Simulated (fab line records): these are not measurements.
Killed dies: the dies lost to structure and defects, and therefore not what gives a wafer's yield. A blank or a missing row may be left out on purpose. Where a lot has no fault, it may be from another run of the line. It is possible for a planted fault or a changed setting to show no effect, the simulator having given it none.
fab line records	flow n5Finfet
record lots=24	wafers=72	lastDay=18
route steps=1938 shown MOL_CONTACT_COAG@630 BEOL_M0_SAQP@662 BEOL_M0@731
lots untouched by any fault: they come from a run of this same line in which no faults occurred
startH: hours from the record's first day to the start of the lot's first wafer shown	waitH: time in hours since the lot's previous step	" as in the row above	L1.1+2: a row that stands for several wafers	- no value present, or no start provided	* or withheld: withheld	< > ~ a bound
route shown NAME@n: names a module that has steps shown in the file, with the first one's number in the route	usual: mean/standard deviation of fault-free wafers	same: alike in all rows	chamber/n: place in a boat	sites: readings site by site	_std_site: the standard deviation of these	_edge_site: mean of outer sites minus mean of inner sites	radiusMm: for every site, how far away it sits from the centre of the wafer	mask NAME#n: copy n	behind: tool/chamber where the wafer was last shaped	hold: reason for holding the lot/hours on hold/outcome of the hold	device: names the non-switching transistor (n, p or np)	end of line: the route-end tests of the same wafers	a step given without rows: its recipe and nothing more	killed: the dies lost at the first sort to structure and to defects; this is not the yield of the wafer	map: per-die view of a wafer (x killed, . not killed, _ where there is no die)
set.NAME: the run value of the setting; set.NAME@STEP: its run value at that earlier step	model.NAME: the simulator's own value behind a step, which no gauge read
the route's steps for a sample of lots (tables are steps, rows are wafers)
services: when a tool's chamber went out of use (startH, in hours from the record's first day, below 0 if earlier), for how many hours, and the reason
## steps
# step N5_MOL_CONTACT_COAG_INSPECT_97
# recipe inspectInstrument=darkfield	mode=postAnneal
# usual rawDefectCount=42/16
lot.wafer	tool	chamber	startH	waitH	rawDefectCount
L074.4	defectInspect-02	-	106.17	0.1	69
L074.5	"	-	"	"	46
L074.6	"	-	"	"	60
L075.2	defectInspect-01	-	116.56	0.0	57
L075.4	"	-	"	"	38
L075.6	"	-	"	"	52
L076.2	defectInspect-02	-	119.58	0.1	36
L076.3	"	-	"	"	44
L076.5	"	-	"	"	58
L077.1	defectInspect-02	-	125.35	0.0	47
L077.2	"	-	"	"	25
L077.5	"	-	"	"	47
L078.2	defectInspect-02	-	130.61	0.0	42
L078.5	"	-	"	"	58
L078.6	"	-	"	"	75
L079.3	defectInspect-01	-	143.56	0.1	16
L079.4	"	-	"	"	45
L079.5	"	-	"	"	44
L080.2	defectInspect-02	-	148.12	0.1	23
L080.5	"	-	"	"	51
L080.6	"	-	"	"	48
L081.2	defectInspect-02	-	152.19	0.0	39
L081.4	"	-	"	"	38
L081.5	"	-	"	"	31
L082.1	defectInspect-01	-	155.55	0.0	44
L082.3	"	-	"	"	28
L082.5	"	-	"	"	37
L083.1	defectInspect-01	-	158.96	0.0	38
L083.3	"	-	"	"	35
L083.4	"	-	"	"	21
L085.1	defectInspect-01	-	172.72	0.0	32
L085.2	"	-	"	"	21
L085.6	"	-	"	"	37
L084.2	defectInspect-02	-	172.74	0.1	45
L084.4	"	-	"	"	62
L084.6	"	-	"	"	28
L087.3	defectInspect-02	-	179.07	0.1	27
L087.4	"	-	"	"	15
L087.5	"	-	"	"	36
L086.3	defectInspect-02	-	183.33	0.1	43
L086.4	"	-	"	"	38
L086.5	"	-	"	"	29
L088.2	defectInspect-02	-	191.91	0.0	45
L088.4	"	-	"	"	26
L088.5	"	-	"	"	41
L089.2	defectInspect-02	-	202.05	0.1	32
L089.3	"	-	"	"	34
L089.5	"	-	"	"	37
L090.3	defectInspect-01	-	211.78	0.1	28
L090.4	"	-	"	"	42
L090.5	"	-	"	"	30
L091.1	defectInspect-01	-	214.74	0.0	49
L091.2	"	-	"	"	45
L091.3	"	-	"	"	58
L092.1	defectInspect-02	-	214.74	0.0	46
L092.2	"	-	"	"	45
L092.3	"	-	"	"	51
L093.2	defectInspect-01	-	219.80	0.0	75
L093.3	"	-	"	"	51
L093.4	"	-	"	"	57
L094.1	defectInspect-01	-	229.92	0.0	32
L094.5	"	-	"	"	29
L094.6	"	-	"	"	42
L095.2	defectInspect-02	-	243.82	0.1	53
L095.3	"	-	"	"	38
L095.4	"	-	"	"	34
L097.2	defectInspect-02	-	251.35	0.0	53
L097.4	"	-	"	"	45
L097.5	"	-	"	"	44
L096.1	defectInspect-01	-	255.19	0.0	22
L096.2	"	-	"	"	15
L096.4	"	-	"	"	25
# step N5_BEOL_M0_SAQP_RECESS_114
# recipe chemistry=HF/NH3	target=SiO2	targetDepthA=144	afsCycles=3	tempC=30	sublimationTempC=180	sublimationTimeS=60
# usual drypumpMotorCurrentA=5.59/0.22
lot.wafer	tool	chamber	startH	waitH	drypumpMotorCurrentA
L074.4	vaporEtch-01	1	108.82	0.1	5.32
L074.5	"	1	"	"	5.30
L074.6	"	0	"	"	5.96
L075.2	vaporEtch-02	1	118.72	0.0	5.48
L075.4	"	1	"	"	5.45
L075.6	"	0	"	"	5.68
L076.2	vaporEtch-02	0	121.59	0.0	5.69
L076.3	"	0	"	"	5.68
L076.5	"	1	"	"	5.42
L077.1	vaporEtch-02	0	127.99	0.0	5.70
L077.2	"	1	"	"	5.45
L077.5	"	1	"	"	5.46
L078.2	vaporEtch-01	1	133.17	0.1	5.38
L078.5	"	1	"	"	5.38
L078.6	"	0	"	"	5.96
L079.3	vaporEtch-01	0	147.45	0.1	5.93
L079.4	"	1	"	"	5.33
L079.5	"	0	"	"	5.92
L080.2	vaporEtch-02	0	150.85	0.0	5.69
L080.5	"	0	"	"	5.69
L080.6	"	1	"	"	5.40
L081.2	vaporEtch-02	0	154.12	0.0	5.68
L081.4	"	1	"	"	5.41
L081.5	"	0	"	"	5.70
L082.1	vaporEtch-02	1	157.64	0.0	5.43
L082.3	"	0	"	"	5.68
L082.5	"	1	"	"	5.44
L083.1	vaporEtch-02	1	162.40	0.0	5.42
L083.3	"	0	"	"	5.69
L083.4	"	1	"	"	5.41
L085.1	vaporEtch-02	0	174.54	0.0	5.70
L085.2	"	1	"	"	5.44
L085.6	"	0	"	"	5.70
L084.2	vaporEtch-01	1	174.64	0.0	5.35
L084.4	"	0	"	"	5.98
L084.6	"	1	"	"	5.36
L087.3	vaporEtch-01	1	183.06	0.4	5.29
L087.4	"	0	"	"	5.98
L087.5	"	1	"	"	5.31
L086.3	vaporEtch-02	0	185.29	0.1	5.69
L086.4	"	1	"	"	5.42
L086.5	"	1	"	"	5.44
L088.2	vaporEtch-01	1	193.83	0.0	5.33
L088.4	"	1	"	"	5.31
L088.5	"	0	"	"	5.93
L089.2	vaporEtch-02	0	204.53	0.0	5.68
L089.3	"	0	"	"	5.70
L089.5	"	0	"	"	5.67
L090.3	vaporEtch-02	1	214.56	0.1	5.41
L090.4	"	0	"	"	5.68
L090.5	"	1	"	"	5.42
L092.1	vaporEtch-02	1	217.96	0.0	5.45
L092.2	"	0	"	"	5.68
L092.3	"	0	"	"	5.68
L091.1	vaporEtch-01	0	218.16	0.0	5.94
L091.2	"	1	"	"	5.35
L091.3	"	0	"	"	5.91
L093.2	vaporEtch-01	1	222.12	0.0	5.36
L093.3	"	1	"	"	5.35
L093.4	"	0	"	"	5.94
L094.1	vaporEtch-02	1	234.12	0.0	5.43
L094.5	"	1	"	"	5.42
L094.6	"	0	"	"	5.69
L095.2	vaporEtch-01	1	246.66	0.0	5.33
L095.3	"	0	"	"	5.94
L095.4	"	1	"	"	5.31
L097.2	vaporEtch-01	1	254.25	0.0	5.37
L097.4	"	1	"	"	5.36
L097.5	"	0	"	"	5.96
L096.1	vaporEtch-02	1	259.82	0.1	5.43
L096.2	"	0	"	"	5.69
L096.4	"	1	"	"	5.41
# step N5_BEOL_M0_SAQP_ALD_48
# recipe material=SiO2	targetThkA=200	tempC=100	aldPrecursorFamily=BDEAS	aldCoReactant=O2-plasma	pulseTimeS=1	coReactantPulseTimeS=1	purgeTimeS=2	coReactantPurgeTimeS=2	aldCycles=139	pressureTorr=2
# usual heaterPowerW=80/9.4	precursorPulseHeightRel=1.003/0.019
# same aldCycles=139
lot.wafer	tool	chamber	startH	waitH	heaterPowerW	precursorPulseHeightRel
L074.4	aldSin-01	1	113.39	0.0	77	0.989
L074.5	"	0	"	"	88	0.998
L074.6	"	1	"	"	76	0.972
L075.2	aldSin-04	3	122.42	0.0	82	0.994
L075.4	"	2	"	"	69	0.967
L075.6	"	1	"	"	90	1.012
L076.2	aldSin-04	0	125.53	0.0	80	1.019
L076.3	"	2	"	"	69	0.988
L076.5	"	3	"	"	81	0.989
L077.1	aldSin-04	2	131.90	0.0	69	1.005
L077.2	"	1	"	"	93	0.965
L077.5	"	2	"	"	68	1.015
L078.2	aldSin-04	1	136.80	0.1	91	0.989
L078.5	"	1	"	"	93	0.975
L078.6	"	0	"	"	84	1.045
L079.3	aldSin-04	0	151.23	0.0	80	1.033
L079.4	"	1	"	"	92	1.016
L079.5	"	0	"	"	80	1.011
L080.2	aldSin-01	2	155.91	0.0	77	0.982
L080.5	"	0	"	"	90	0.998
L080.6	"	1	"	"	75	1.015
L081.2	aldSin-01	3	158.46	0.0	59	0.990
L081.4	"	2	"	"	77	0.979
L081.5	"	2	"	"	76	1.036
L082.1	aldSin-04	3	161.30	0.0	82	0.965
L082.3	"	1	"	"	93	1.048
L082.5	"	1	"	"	92	1.019
L083.1	aldSin-02	2	166.99	0.0	87	0.998
L083.3	"	1	"	"	79	0.989
L083.4	"	3	"	"	86	1.028
L085.1	aldSin-01	0	178.96	0.8	90	1.012
L085.2	"	1	"	"	77	1.017
L085.6	"	3	"	"	59	0.984
L084.2	aldSin-02	0	179.26	0.5	93	1.005
L084.4	"	1	"	"	82	0.988
L084.6	"	0	"	"	93	1.021
L087.3	aldSin-04	3	186.80	0.0	81	1.002
L087.4	"	2	"	"	69	1.006
L087.5	"	3	"	"	84	1.003
L086.3	aldSin-01	3	189.26	0.0	61	1.020
L086.4	"	1	"	"	75	1.006
L086.5	"	3	"	"	60	1.013
L088.2	aldSin-04	1	198.05	0.1	93	1.003
L088.4	"	2	"	"	70	0.993
L088.5	"	1	"	"	96	1.014
L089.2	aldSin-02	2	208.22	0.0	87	1.029
L089.3	"	1	"	"	81	0.983
L089.5	"	1	"	"	80	1.025
L090.3	aldSin-04	3	218.34	0.0	82	0.982
L090.4	"	2	"	"	68	1.007
L090.5	"	0	"	"	83	1.023
L092.1	aldSin-04	1	222.01	0.1	93	1.022
L092.2	"	2	"	"	70	0.978
L092.3	"	0	"	"	83	1.013
L091.1	aldSin-01	0	222.96	0.0	90	1.032
L091.2	"	1	"	"	78	1.004
L091.3	"	2	"	"	77	0.953
L093.2	aldSin-01	2	225.80	0.0	77	0.986
L093.3	"	1	"	"	76	1.018
L093.4	"	3	"	"	60	1.002
L094.1	aldSin-01	0	238.66	0.0	89	1.008
L094.5	"	1	"	"	78	1.010
L094.6	"	2	"	"	77	1.017
L095.2	aldSin-04	1	250.90	0.0	93	1.028
L095.3	"	2	"	"	67	0.981
L095.4	"	3	"	"	85	1.011
L097.2	aldSin-01	0	258.54	0.0	91	1.026
L097.4	"	1	"	"	76	1.027
L097.5	"	1	"	"	77	1.047
L096.1	aldSin-02	0	263.82	0.0	94	0.987
L096.2	"	2	"	"	82	1.008
L096.4	"	3	"	"	88	1.001
# step N5_BEOL_M0_SAQP_ETCH_49
# recipe chemistry=CF4/O2	targetDepthA=370	target=SiO2	pressureMtorr=40	sourceW=535	biasW=49	Ar_flow_sccm=100	cf4FlowSccm=100	O2_flow_sccm=10	ionEnergyEv=100
# usual drypumpMotorCurrentA=5.7/0.34	oesProductAu=0.77/0.088	rfFwdPowerW=532.9/1.7	rfVppV=240/5.1	showerheadPlenumPTorr=2.22/0.064	throttleValvePct=15.81/0.26
lot.wafer	tool	chamber	startH	waitH	drypumpMotorCurrentA	oesProductAu	rfFwdPowerW	rfHoursCounterH	rfVppV	showerheadPlenumPTorr	throttleValvePct
L074.4	rieDiel-04	1	113.91	0.3	6.3	0.70	533.6	205	248	2.27	16.06
L074.5	"	2	"	"	6.2	0.95	534.9	-	242	2.15	15.20
L074.6	"	1	"	"	6.3	0.71	532.7	-	248	2.27	16.05
L075.2	rieDiel-04	3	123.01	0.3	5.9	0.70	535.6	233	242	2.27	16.09
L075.4	"	1	"	"	6.2	0.71	533.4	208	249	2.27	16.06
L075.6	"	3	"	"	5.9	0.70	531.9	-	242	2.27	16.11
L076.2	rieDiel-04	2	126.15	0.4	6.2	0.94	535.5	10	242	2.15	15.21
L076.3	"	1	"	"	6.3	0.71	533.8	208	249	2.27	16.08
L076.5	"	3	"	"	5.9	0.71	531.9	-	243	2.27	16.13
L077.1	rieDiel-05	2	132.54	0.4	5.9	0.73	532.3	201	236	2.19	15.88
L077.2	"	3	"	"	5.6	0.69	531.2	202	238	2.19	15.97
L077.5	"	2	"	"	5.9	0.73	533.3	-	234	2.19	15.89
L078.2	rieDiel-05	1	137.32	0.3	5.2	0.75	531.9	136	235	2.21	15.57
L078.5	"	0	"	"	5.4	0.93	533.1	-	237	2.36	15.70
L078.6	"	1	"	"	5.2	0.77	531.9	-	238	2.21	15.58
L079.3	rieDiel-01	3	151.82	0.3	5.7	0.74	531.8	134	244	2.11	15.66
L079.4	"	0	"	"	5.3	0.83	532.6	55	232	2.24	15.75
L079.5	"	3	"	"	5.7	0.75	534.8	-	245	2.11	15.66
L080.2	rieDiel-05	3	156.44	0.3	5.6	0.68	532.3	210	238	2.19	15.99
L080.5	"	3	"	"	5.6	0.69	533.5	-	240	2.19	15.98
L080.6	"	2	"	"	5.8	0.72	533.0	-	237	2.19	15.91
L081.2	rieDiel-05	2	158.99	0.3	5.8	0.72	530.5	209	235	2.19	15.91
L081.4	"	0	"	"	5.4	0.91	534.4	18	237	2.36	15.72
L081.5	"	3	"	"	5.6	0.69	536.3	-	240	2.19	15.98
L082.1	rieDiel-04	1	161.82	0.3	6.2	0.70	536.1	219	250	2.27	16.10
L082.3	"	2	"	"	6.2	0.91	533.5	20	243	2.15	15.21
L082.5	"	0	"	"	5.6	0.71	531.0	-	233	2.27	16.01
L083.1	rieDiel-04	1	167.52	0.3	6.3	0.70	532.1	220	249	2.27	16.09
L083.3	"	0	"	"	5.6	0.71	535.3	241	234	2.27	16.04
L083.4	"	3	"	"	5.9	0.70	533.0	245	243	2.27	16.14
L085.1	rieDiel-05	3	179.48	0.3	5.6	0.69	531.4	213	238	2.19	15.98
L085.2	"	1	"	"	5.2	0.75	532.2	142	238	2.21	15.58
L085.6	"	3	"	"	5.6	0.68	536.4	-	239	2.19	15.98
L084.2	rieDiel-01	2	179.78	0.3	5.4	0.69	531.0	240	246	2.17	16.31
L084.4	"	1	"	"	5.5	0.74	532.2	173	246	2.20	15.84
L084.6	"	3	"	"	5.6	0.74	531.9	-	246	2.11	15.67
L087.3	rieDiel-04	2	187.33	0.3	6.2	0.89	530.9	27	243	2.15	15.22
L087.4	"	2	"	"	6.2	0.88	533.9	-	242	2.15	15.22
L087.5	"	1	"	"	6.3	0.69	532.4	-	249	2.27	16.13
L086.3	rieDiel-05	1	189.78	0.3	5.2	0.75	532.0	146	235	2.20	15.60
L086.4	"	3	"	"	5.6	0.68	533.2	216	237	2.19	16.00
L086.5	"	0	"	"	5.4	0.89	530.0	-	239	2.35	15.76
L088.2	rieDiel-04	0	198.74	0.4	5.7	0.70	531.9	251	232	2.27	16.06
L088.4	"	0	"	"	5.6	0.70	530.0	-	233	2.27	16.05
L088.5	"	2	"	"	6.2	0.89	535.5	-	242	2.15	15.23
L089.2	rieDiel-05	0	208.75	0.3	5.4	0.89	529.1	31	239	2.35	15.76
L089.3	"	2	"	"	5.8	0.71	536.6	221	236	2.18	15.94
L089.5	"	1	"	"	5.2	0.74	532.1	-	236	2.20	15.62
L090.3	rieDiel-01	3	218.87	0.3	5.6	0.72	533.1	153	245	2.11	15.69
L090.4	"	0	"	"	5.3	0.82	533.2	71	232	2.23	15.77
L090.5	"	0	"	"	5.3	0.81	530.3	-	234	2.23	15.77
L092.1	rieDiel-04	2	222.58	0.3	6.2	0.87	530.2	41	243	2.14	15.26
L092.2	"	3	"	"	5.9	0.95	533.1	7	243	2.27	15.68
L092.3	"	1	"	"	6.3	0.68	531.0	240	249	2.26	16.13
L091.1	rieDiel-05	3	223.49	0.3	5.6	0.68	530.5	224	238	2.19	16.01
L091.2	"	1	"	"	5.2	0.73	533.5	157	236	2.20	15.64
L091.3	"	2	"	"	5.8	0.71	534.4	226	236	2.18	15.92
L093.2	rieDiel-04	2	226.53	0.5	6.2	0.87	532.8	42	242	2.14	15.26
L093.3	"	0	"	"	5.6	1.02	532.6	0	233	2.27	15.56
L093.4	"	1	"	"	6.3	0.67	534.0	241	249	2.26	16.12
L094.1	rieDiel-01	1	239.18	0.3	5.5	0.72	532.8	189	243	2.19	15.87
L094.5	"	1	"	"	5.5	0.73	534.0	-	246	2.19	15.87
L094.6	"	0	"	"	5.3	0.82	531.1	-	233	2.23	15.80
L095.2	rieDiel-01	1	251.44	0.3	5.5	0.71	533.5	194	244	2.19	15.90
L095.3	"	0	"	"	5.3	0.80	533.5	83	234	2.23	15.79
L095.4	"	3	"	"	5.7	0.71	534.5	-	246	2.10	15.73
L097.2	rieDiel-05	2	259.20	0.4	5.9	0.70	532.9	236	234	2.18	15.96
L097.4	"	0	"	"	5.4	0.87	531.4	46	237	2.35	15.79
L097.5	"	0	"	"	5.4	0.86	530.6	-	238	2.35	15.79
L096.1	rieDiel-01	1	264.35	0.3	5.5	0.72	536.3	199	244	2.19	15.88
L096.2	"	3	"	"	5.7	0.71	533.8	167	244	2.10	15.71
L096.4	"	0	"	"	5.3	0.80	531.9	-	233	2.23	15.81
# step N5_BEOL_M0_ALD_136
# recipe material=TaN	targetThkA=*	tempC=275	aldPrecursorFamily=PDMAT	aldCoReactant=NH3	pressureTorr=3	carrierFlowSccm=1500	pulseTimeS=2	purgeTimeS=3	coReactantPurgeTimeS=2	coReactantPulseTimeS=3	aldCycles=30	precursorVesselTempC=75	precursorVesselPressureTorr=26.25	precursorVesselCarrierSccm=1000
# usual heaterPowerW=436/49
# same aldCycles=30
lot.wafer	tool	chamber	startH	waitH	heaterPowerW
L074.4	aldMetal-01	0	117.26	0.1	524
L074.5	"	1	"	"	517
L074.6	"	0	"	"	516
L075.2	aldMetal-04	0	126.64	0.0	444
L075.4	"	1	"	"	394
L075.6	"	1	"	"	412
L076.2	aldMetal-01	1	132.93	0.1	507
L076.3	"	0	"	"	507
L076.5	"	0	"	"	519
L077.1	aldMetal-01	0	134.63	0.0	511
L077.2	"	3	"	"	406
L077.5	"	3	"	"	394
L078.2	aldMetal-01	0	144.82	0.0	517
L078.5	"	1	"	"	508
L078.6	"	0	"	"	507
L079.3	aldMetal-01	0	155.91	0.0	515
L079.4	"	1	"	"	510
L079.5	"	3	"	"	396
L081.2	aldMetal-01	3	175.29	0.0	399
L081.4	"	0	"	"	515
L081.5	"	2	"	"	415
L082.1	aldMetal-04	3	175.35	0.1	438
L082.3	"	1	"	"	393
L082.5	"	3	"	"	437
L080.2	aldMetal-03	1	175.44	0.1	507
L080.5	"	1	"	"	493
L080.6	"	0	"	"	380
L083.1	aldMetal-01	1	175.50	0.1	517
L083.3	"	0	"	"	525
L083.4	"	3	"	"	398
L085.1	aldMetal-03	1	181.93	0.1	502
L085.2	"	3	"	"	461
L085.6	"	0	"	"	356
L084.2	aldMetal-01	1	182.05	0.1	515
L084.4	"	0	"	"	506
L084.6	"	2	"	"	410
L087.3	aldMetal-04	3	189.72	0.0	445
L087.4	"	0	"	"	430
L087.5	"	2	"	"	395
L086.3	aldMetal-04	0	192.26	0.0	434
L086.4	"	2	"	"	395
L086.5	"	1	"	"	405
L088.2	aldMetal-03	3	203.42	0.1	446
L088.4	"	1	"	"	509
L088.5	"	1	"	"	499
L089.2	aldMetal-04	1	211.17	0.1	392
L089.3	"	2	"	"	405
L089.5	"	1	"	"	411
L090.3	aldMetal-01	0	223.72	0.0	521
L090.4	"	3	"	"	407
L090.5	"	0	"	"	522
L092.1	aldMetal-03	3	226.60	0.1	456
L092.2	"	2	"	"	381
L092.3	"	1	"	"	506
L091.1	aldMetal-04	0	230.38	0.0	439
L091.2	"	3	"	"	432
L091.3	"	2	"	"	396
L093.2	aldMetal-01	2	230.43	0.0	422
L093.3	"	0	"	"	508
L093.4	"	1	"	"	519
L094.1	aldMetal-03	1	244.90	0.2	506
L094.5	"	2	"	"	383
L094.6	"	3	"	"	458
L095.2	aldMetal-04	1	253.65	0.0	405
L095.3	"	0	"	"	430
L095.4	"	3	"	"	435
L097.2	aldMetal-04	0	263.40	0.0	431
L097.4	"	3	"	"	434
L097.5	"	1	"	"	396
L096.1	aldMetal-04	3	266.92	0.1	428
L096.2	"	0	"	"	432
L096.4	"	2	"	"	392
# step N5_BEOL_M0_ANNEAL_119
# recipe tempC=225	timeS=90	ambient=N2
# usual wafer_temp_C_max=225.83/0.24
lot.wafer	tool	chamber	startH	waitH	wafer_temp_C_max
L074.4	rtpAnneal-01	0	118.73	0.5	225.78
L074.5	"	0	"	"	225.85
L074.6	"	0	"	"	225.50
L075.2	rtpAnneal-01	0	127.92	0.1	226.14
L075.4	"	0	"	"	225.87
L075.6	"	0	"	"	225.89
L076.2	rtpAnneal-01	0	134.09	0.1	225.56
L076.3	"	0	"	"	225.68
L076.5	"	0	"	"	225.38
L077.1	rtpAnneal-01	0	138.53	0.1	225.57
L077.2	"	0	"	"	225.46
L077.5	"	0	"	"	225.60
L078.2	rtpAnneal-02	0	146.02	0.2	225.88
L078.5	"	0	"	"	225.34
L078.6	"	0	"	"	225.75
L079.3	rtpAnneal-01	0	157.07	0.1	225.58
L079.4	"	0	"	"	225.73
L079.5	"	0	"	"	226.14
L081.2	rtpAnneal-01	0	176.30	0.1	225.77
L081.4	"	0	"	"	225.98
L081.5	"	0	"	"	225.94
L082.1	rtpAnneal-02	0	176.39	0.1	225.55
L082.3	"	0	"	"	225.84
L082.5	"	0	"	"	225.57
L080.2	rtpAnneal-02	0	176.71	0.2	225.54
L080.5	"	0	"	"	225.85
L080.6	"	0	"	"	225.91
L083.1	rtpAnneal-02	0	176.93	0.3	226.20
L083.3	"	0	"	"	226.09
L083.4	"	0	"	"	225.85
L085.1	rtpAnneal-02	0	183.50	0.7	225.52
L085.2	"	0	"	"	225.36
L085.6	"	0	"	"	225.76
L084.2	rtpAnneal-01	0	183.62	0.6	226.07
L084.4	"	0	"	"	225.98
L084.6	"	0	"	"	225.73
L087.3	rtpAnneal-02	0	191.12	0.3	225.83
L087.4	"	0	"	"	225.62
L087.5	"	0	"	"	225.63
L086.3	rtpAnneal-02	0	193.40	0.1	226.21
L086.4	"	0	"	"	225.86
L086.5	"	0	"	"	226.27
L088.2	rtpAnneal-02	0	206.35	0.3	225.77
L088.4	"	0	"	"	225.76
L088.5	"	0	"	"	225.66
L089.2	rtpAnneal-02	0	213.39	0.1	225.74
L089.3	"	0	"	"	225.84
L089.5	"	0	"	"	225.96
L090.3	rtpAnneal-02	0	225.07	0.1	225.98
L090.4	"	0	"	"	226.23
L090.5	"	0	"	"	225.76
L092.1	rtpAnneal-01	0	229.32	0.1	225.87
L092.2	"	0	"	"	225.65
L092.3	"	0	"	"	225.73
L091.1	rtpAnneal-01	0	232.96	0.2	225.86
L091.2	"	0	"	"	225.72
L091.3	"	0	"	"	225.93
L093.2	rtpAnneal-01	0	233.28	0.3	226.06
L093.3	"	0	"	"	225.97
L093.4	"	0	"	"	225.99
L094.1	rtpAnneal-02	0	247.31	1.3	226.13
L094.5	"	0	"	"	225.88
L094.6	"	0	"	"	226.15
L095.2	rtpAnneal-01	0	258.03	0.1	225.49
L095.3	"	0	"	"	225.70
L095.4	"	0	"	"	225.79
L097.2	rtpAnneal-02	0	264.58	0.1	226.08
L097.4	"	0	"	"	225.87
L097.5	"	0	"	"	225.96
L096.1	rtpAnneal-01	0	268.13	0.1	225.85
L096.2	"	0	"	"	225.83
L096.4	"	0	"	"	225.79
## services
tool	chamber	startH	hours	kind
aldSin-04	-	85.25	14.0	pm
rieDiel-01	0	97.10	6.9	repair
aldMetal-01	-	107.07	0.8	repair
aldMetal-03	1	110.48	4.2	repair
aldMetal-01	-	120.21	0.5	repair
aldSin-02	3	121.55	17.2	repair
rieDiel-05	1	141.67	9.0	repair
aldSin-04	2	153.87	21.7	repair
aldMetal-04	1	168.48	2.2	repair
aldMetal-04	3	175.80	1.5	repair
aldMetal-01	-	183.99	0.9	repair
aldMetal-03	-	187.71	1.8	repair
rieDiel-05	3	190.29	7.9	repair
rieDiel-01	1	194.00	11.3	repair
rieDiel-01	0	197.51	3.7	repair
vaporEtch-01	-	211.12	0.9	repair
rieDiel-01	3	226.04	5.8	repair
rieDiel-01	2	236.17	32.3	repair
rieDiel-01	-	236.82	0.8	repair
rtpAnneal-01	-	243.40	3.5	pm
rieDiel-04	1	253.83	13.9	repair
vaporEtch-01	-	255.17	19.9	repair
aldMetal-03	1	258.07	3.2	repair
aldMetal-04	-	263.89	0.7	repair
## key
fault none
